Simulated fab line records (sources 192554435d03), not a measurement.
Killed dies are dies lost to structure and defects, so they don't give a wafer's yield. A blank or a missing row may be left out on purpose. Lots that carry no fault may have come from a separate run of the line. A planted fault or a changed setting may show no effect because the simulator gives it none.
Which tool did it? ; flow n5Finfet ; 10 lots (30 wafers sampled), 1 step of a 1938-step route

== WHAT EACH GAUGE READ, for each wafer ==
N5_BEOL_M6_INSPECT_13: inspects for defects (brightfield).
lot;measured;on;rawDefectCount
L406;day 8 11:31;defectInspect-02;380 356 409
L407;day 8 16:46;defectInspect-02;328 386 274
L408;day 9 03:35;defectInspect-02;395 429 322
L416;day 11 00:46;defectInspect-01;431 468 342
L419;day 11 16:35;defectInspect-02;421 294 372
L422;day 12 11:26;defectInspect-01;749 497 506
L424;day 13 11:09;defectInspect-02;352 427 340
L427;day 13 15:02;defectInspect-01;358 397 375
L428;day 14 12:01;defectInspect-02;340 406 348
L429;day 14 23:22;defectInspect-01;429 480 522

== WHICH TOOL RAN EACH LOT (tool, then ch and the chambers of the sampled wafers, then the start) ==
The record holds no process step before these readings.

== THE ANSWER, worked out from the rows above alone ==
Rule: the lots themselves supply what counts as usual. The widest of any qualifying gaps counts: lots, ordered by their means at a reading, are off when they make up no more than a third of the lots, leave a main group of 4 or more, and stand apart from it by 3 or more times the standard deviation of that group's means. Not used: any main group whose means are identical at the precision the tables above print for the reading. A lot without any number at a reading at which 4 lots or more have one is off too. Where the step has rows for the other lots, those lots are counted as sound.
None of the lots is off at any reading shown; this tells nothing.

== WHAT HAD BEEN PUT IN BY THE SIMULATOR ==
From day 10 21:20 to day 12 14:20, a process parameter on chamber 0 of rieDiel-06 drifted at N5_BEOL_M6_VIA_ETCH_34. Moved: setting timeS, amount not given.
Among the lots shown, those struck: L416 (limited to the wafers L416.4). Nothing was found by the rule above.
